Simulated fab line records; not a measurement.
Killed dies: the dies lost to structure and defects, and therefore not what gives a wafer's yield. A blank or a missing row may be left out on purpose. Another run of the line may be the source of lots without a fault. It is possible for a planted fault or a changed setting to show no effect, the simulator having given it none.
Chamber matching -- flow n5-finfet -- N5_BEOL_M11_ETCH_66 on rie-diel-03: 4 sister chambers
The step etches SOC in N2/H2, target depth 120 nm, overetch 24 nm, time 180 s. 8 wafers are shown with their chamber, then 9 later ones without.

== WAFERS WITH THEIR CHAMBER ==
wafer,chamber,throttle-valve-pct (%),showerhead-plenum-p-Torr (Torr)
L084.3,0,17.81,2.61
L086.4,1,18.09,2.62
L086.5,1,18.06,2.62
L085.1,0,17.83,2.60
L085.3,3,17.37,2.59
L088.1,3,17.38,2.59
L088.3,2,17.61,2.45
L088.6,2,17.63,2.45

== WAFERS MISSING THEIR CHAMBER ==
wafer,throttle-valve-pct (%),showerhead-plenum-p-Torr (Torr)
L091.1,18.11,2.62
L091.5,17.39,2.58
L091.6,17.84,2.60
L093.2,17.85,2.60
L093.4,17.64,2.45
L093.5,17.64,2.45
L097.4,17.66,2.44
L097.5,17.41,2.58
L097.6,17.66,2.44

== WHICH CHAMBER EACH WENT THROUGH ==
wafer,from the rows above,in truth
L091.1,1,1
L091.5,3,3
L091.6,0,0
L093.2,0,0
L093.4,2,2
L093.5,2,2
L097.4,2,2
L097.5,3,3
L097.6,2,2
Correctly placed: 9 of 9. Left unplaced by these rows: 0. Placed wrongly: 0.
How it was worked out, from the rows above alone: a wafer's distance from a chamber is the root of the sum, over the readings, of the square of ((its reading less the chamber's mean) divided by the reading's scatter). The wafer belongs to the nearest chamber; if the next one is less than 2 further off, it can't be placed. A chamber's mean is the mean of its shown wafers. The scatter: the root of (the sum of the squares of (reading less its chamber's mean) over the shown wafers, divided by (wafers less chambers)).
